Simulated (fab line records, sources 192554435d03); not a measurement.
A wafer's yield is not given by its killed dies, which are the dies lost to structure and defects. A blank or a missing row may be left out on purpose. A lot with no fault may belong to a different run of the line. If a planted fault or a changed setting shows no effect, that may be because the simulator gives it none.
Matching of chambers ; flow n5 finfet ; 4 sister chambers for N5_BEOL_M4_ALD_98 on ald sin-01
The step deposits SiO2, target thk 2.5 nm, pulse time 1 s, co reactant pulse time 1 s. 20 wafers are shown with their chamber, then 10 later ones without.

== WAFERS WITH THEIR CHAMBER ==
wafer;chamber;heater power w (W);chamber pressure Torr (Torr);precursor pulse height rel
L075.2;1;78;2.003;0.992
L075.4;2;73;1.993;0.982
L075.5;2;74;2.001;0.987
L077.1;0;62;1.993;0.998
L077.3;3;88;1.998;0.980
L077.4;1;79;1.990;1.018
L081.2;3;91;2.003;1.001
L081.3;0;60;1.998;0.972
L081.4;2;73;1.997;0.964
L084.3;1;77;2.000;0.998
L084.5;1;76;2.001;1.010
L084.6;0;59;1.999;1.024
L086.4;3;92;2.011;0.975
L086.5;1;75;2.002;0.983
L086.6;2;75;1.998;1.040
L091.1;2;73;1.996;1.011
L091.2;0;60;2.005;0.981
L091.3;1;76;2.004;1.004
L092.4;2;72;1.999;0.999
L092.5;2;74;1.999;0.993

SIGNATURES (means of the wafers above)
reading;chamber 0;chamber 1;chamber 2;chamber 3;scatter within a chamber
heater power w;60.25;76.83;73.43;90.33;1.37
chamber pressure Torr;1.99875;2.00000;1.99757;2.00400;0.00453
precursor pulse height rel;0.99375;1.00083;0.99657;0.98533;0.0197
Rule: a wafer lies at a distance from a chamber equal to the root of the sum of squares, over the readings, of (its reading less the chamber's mean, divided by the reading's scatter). If the next closest chamber is less than 2 further off than the closest, the wafer can't be placed; otherwise it belongs to the closest. The scatter: take each reading less its chamber's mean, square it, sum over the shown wafers, divide by the number of wafers less the number of chambers, and take the root.

== WAFERS WITHOUT THEIR CHAMBER ==
wafer;heater power w (W);chamber pressure Torr (Torr);precursor pulse height rel
L092.6;90;1.999;0.993
L094.2;59;2.007;1.025
L094.5;75;1.994;1.010
L094.6;79;2.003;0.977
L095.2;74;2.002;0.982
L095.4;75;1.997;0.979
L095.6;91;1.992;1.014
L096.1;75;1.998;0.969
L096.2;59;1.998;1.007
L096.3;77;1.995;1.028

== THE CHAMBER EACH PASSED THROUGH ==
wafer;from the rows above;in truth
L092.6;3;3
L094.2;0;0
L094.5;can't be placed: 2 or 1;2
L094.6;1;1
L095.2;can't be placed: 2 or 1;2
L095.4;can't be placed: 2 or 1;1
L095.6;3;3
L096.1;can't be placed: 2 or 1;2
L096.2;0;0
L096.3;can't be placed: 1 or 2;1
Correctly placed: 5 of 10. Not placeable from these rows: 5 (in 5, the candidates include the true chamber). Placed wrongly: 0.
